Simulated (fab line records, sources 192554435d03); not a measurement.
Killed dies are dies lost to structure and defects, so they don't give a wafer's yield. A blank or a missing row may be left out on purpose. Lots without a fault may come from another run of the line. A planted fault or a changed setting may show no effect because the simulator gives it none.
Which tool did it? | flow n5_finfet | 11 lots, 33 wafers sampled, at 4 steps of a route of 1938

WHAT THE GAUGES READ, wafer by wafer
The record holds no reading of a measuring or inspecting step that can be judged against a usual standard deviation.

WHICH TOOL RAN EACH LOT (tool, then ch and the chambers of the sampled wafers, then the start)
lot  | N5_BEOL_M8_ANNEAL_51             | N5_BEOL_M9_ETCH_65                 | N5_BEOL_M9_DEGAS_44          | N5_BEOL_M9_ALD_74
L130 | rtp_anneal-01 ch 0, day 11 04:34 | rie_diel-05 ch 0,3, day 11 12:45   | pvd_sputter-02, day 11 15:32 | ald_metal-03 ch 0,3, day 11 15:39
L134 | rtp_anneal-02 ch 0, day 12 12:22 | rie_diel-03 ch 0,1, day 12 17:36   | pvd_sputter-03, day 12 18:45 | ald_metal-03 ch 1,3, day 12 18:51
L132 | rtp_anneal-01 ch 0, day 12 13:50 | rie_diel-02 ch 0,1,3, day 12 18:07 | pvd_sputter-03, day 12 19:41 | ald_metal-02 ch 0,2,3, day 12 19:47
L135 | rtp_anneal-02 ch 0, day 12 17:37 | rie_diel-03 ch 0,1,3, day 12 20:55 | pvd_sputter-03, day 12 22:34 | ald_metal-04 ch 1,2, day 12 22:50
L137 | rtp_anneal-02 ch 0, day 12 23:34 | rie_diel-03 ch 0,2, day 13 03:40   | pvd_sputter-02, day 13 04:47 | ald_metal-04 ch 0,1,3, day 13 04:53
L136 | rtp_anneal-01 ch 0, day 13 06:43 | rie_diel-03 ch 2,3, day 13 14:15   | pvd_sputter-02, day 13 15:26 | ald_metal-02 ch 2,3, day 13 15:32
L140 | rtp_anneal-01 ch 0, day 13 17:01 | rie_diel-03 ch 0,1,3, day 13 22:07 | pvd_sputter-02, day 13 23:27 | ald_metal-04 ch 0,1,2, day 13 23:33
L141 | rtp_anneal-01 ch 0, day 14 09:21 | rie_diel-02 ch 0,1, day 14 13:38   | pvd_sputter-01, day 14 15:20 | ald_metal-04 ch 1,2,3, day 14 15:26
L142 | rtp_anneal-01 ch 0, day 14 12:31 | rie_diel-05 ch 1,3, day 14 19:04   | pvd_sputter-03, day 14 20:00 | ald_metal-02 ch 0,1,3, day 14 20:06
L143 | rtp_anneal-02 ch 0, day 14 14:58 | rie_diel-05 ch 1,2,3, day 15 01:07 | pvd_sputter-03, day 15 03:20 | ald_metal-02 ch 0,1,3, day 15 03:34
L147 | rtp_anneal-01 ch 0, day 16 11:49 | rie_diel-05 ch 0,2, day 16 18:22   | pvd_sputter-02, day 16 19:51 | ald_metal-03 ch 2,3, day 16 19:57
- N5_BEOL_M8_ANNEAL_51: time 90 s.
- N5_BEOL_M9_ETCH_65: etches SiARC in CF4, target depth 15.6 nm, time 26 s.
- N5_BEOL_M9_DEGAS_44: time 60 s.
- N5_BEOL_M9_ALD_74: deposits TaN, target thk 2 nm, pulse time 2 s, purge time 3 s.

WHAT THE TOOLS THEMSELVES READ (means of the sampled wafers that have a number; where no wafer has one, the mark that the record gives instead)
N5_BEOL_M8_ANNEAL_51. Usual: wafer_temp_C_max 225.67, standard deviation 0.28.
lot  | tool          | wafer_temp_C_max | flag
L130 | rtp_anneal-01 | 225.64           |
L134 | rtp_anneal-02 | 225.71           |
L132 | rtp_anneal-01 | 225.49           |
L135 | rtp_anneal-02 | 225.72           |
L137 | rtp_anneal-02 | 225.92           |
L136 | rtp_anneal-01 | 225.37           |
L140 | rtp_anneal-01 | 225.47           |
L141 | rtp_anneal-01 | 225.35           |
L142 | rtp_anneal-01 | 225.44           |
L143 | rtp_anneal-02 | 226.01           |
L147 | rtp_anneal-01 | 225.48           |

N5_BEOL_M9_ETCH_65. Usual: drypump_motor_current_A 5.7 A, standard deviation 0.37; etch_rf_on_time_s 26.0 s, standard deviation 0.37; oes_product_au 0.65 a.u., standard deviation 0.071; rf_vpp_V 184.0 V, standard deviation 1.2; showerhead_plenum_p_Torr 2.13 Torr, standard deviation 0.066; throttle_valve_pct 15.70 %, standard deviation 0.24.
lot  | tool        | drypump_motor_current_A (A) | etch_rf_on_time_s (s) | oes_product_au (a.u.) | rf_vpp_V (V) | showerhead_plenum_p_Torr (Torr) | throttle_valve_pct (%) | flag
L130 | rie_diel-05 | 6.2                         | 25.8                  | 0.63                  | 185.1        | 2.13                            | 15.78                  |
L134 | rie_diel-03 | 5.8                         | 25.7                  | 0.65                  | 184.1        | 2.20                            | 15.79                  |
L132 | rie_diel-02 | 5.4                         | 25.8                  | 0.68                  | 183.8        | 2.09                            | 15.65                  |
L135 | rie_diel-03 | 5.7                         | 26.0                  | 0.62                  | 185.1        | 2.19                            | 15.83                  |
L137 | rie_diel-03 | 5.9                         | 26.4                  | 0.63                  | 184.5        | 2.17                            | 15.75                  |
L136 | rie_diel-03 | 5.6                         | 26.5                  | 0.58                  | 183.8        | 2.09                            | 15.83                  |
L140 | rie_diel-03 | 5.7                         | 26.1                  | 0.61                  | 185.1        | 2.18                            | 15.85                  |
L141 | rie_diel-02 | 5.3                         | 25.8                  | 0.67                  | 183.6        | 2.09                            | 15.77                  |
L142 | rie_diel-05 | 5.7                         | 26.1                  | 0.69                  | 183.9        | 2.15                            | 15.56                  |
L143 | rie_diel-05 | 6.0                         | 26.0                  | 0.69                  | 184.6        | 2.12                            | 15.65                  |
L147 | rie_diel-05 | 5.9                         | 28.3                  | 0.75                  | 183.9        | 2.10                            | 15.29                  | OFF

N5_BEOL_M9_DEGAS_44. Usual: heater_power_w 345 W, standard deviation 37; susceptor_temp_C 250.04 C, standard deviation 0.17.
lot  | tool           | heater_power_w (W) | susceptor_temp_C (C) | flag
L130 | pvd_sputter-02 | 381                | 249.97               |
L134 | pvd_sputter-03 | 293                | 249.85               |
L132 | pvd_sputter-03 | 311                | 250.03               |
L135 | pvd_sputter-03 | 310                | 250.09               |
L137 | pvd_sputter-02 | 339                | 249.91               |
L136 | pvd_sputter-02 | 338                | 249.89               |
L140 | pvd_sputter-02 | 347                | 250.12               |
L141 | pvd_sputter-01 | 351                | 250.05               |
L142 | pvd_sputter-03 | 315                | 250.13               |
L143 | pvd_sputter-03 | 306                | 250.03               |
L147 | pvd_sputter-02 | 352                | 250.04               |

N5_BEOL_M9_ALD_74. Usual: heater_power_w 418 W, standard deviation 46; mfc_carrier_sccm 1501 sccm, standard deviation 4.3; susceptor_temp_C 275.02 C, standard deviation 0.2.
lot  | tool         | heater_power_w (W) | mfc_carrier_sccm (sccm) | susceptor_temp_C (C) | flag
L130 | ald_metal-03 | 416                | 1502                    | 274.90               |
L134 | ald_metal-03 | 365                | 1506                    | 275.10               |
L132 | ald_metal-02 | 463                | 1499                    | 275.11               |
L135 | ald_metal-04 | 392                | 1504                    | 275.16               |
L137 | ald_metal-04 | 414                | 1499                    | 275.06               |
L136 | ald_metal-02 | 457                | 1502                    | 275.16               |
L140 | ald_metal-04 | 390                | 1502                    | 274.98               |
L141 | ald_metal-04 | 419                | 1498                    | 275.07               |
L142 | ald_metal-02 | 457                | 1503                    | 274.83               |
L143 | ald_metal-02 | 449                | 1501                    | 274.83               |
L147 | ald_metal-03 | 403                | 1501                    | 275.01               |

THE ANSWER, worked out from the rows above alone
Rule: a lot is off if the mean of its wafers that have a number lies more than 3 standard deviations from the usual mean. A lot without any number at a reading at which 4 lots or more have one is off too. The other lots that the step has rows for count as sound. The gauges are gone through in route order, then the tools' own readings, and for those a lot's mean is taken as printed above. The first step at which some lot is off is used, and at that step the reading that is off furthest; a lot without a number counts as furthest.
Off: L147, at N5_BEOL_M9_ETCH_65 (etch_rf_on_time_s).
A tool fits if, at that step or a process step before it, it ran every lot that is off, and no sound lot after the first of them. Can't be told from this: 2 tools fit, rtp_anneal-01 at N5_BEOL_M8_ANNEAL_51, rie_diel-05 at N5_BEOL_M9_ETCH_65.

WHAT THE SIMULATOR HAD PUT IN
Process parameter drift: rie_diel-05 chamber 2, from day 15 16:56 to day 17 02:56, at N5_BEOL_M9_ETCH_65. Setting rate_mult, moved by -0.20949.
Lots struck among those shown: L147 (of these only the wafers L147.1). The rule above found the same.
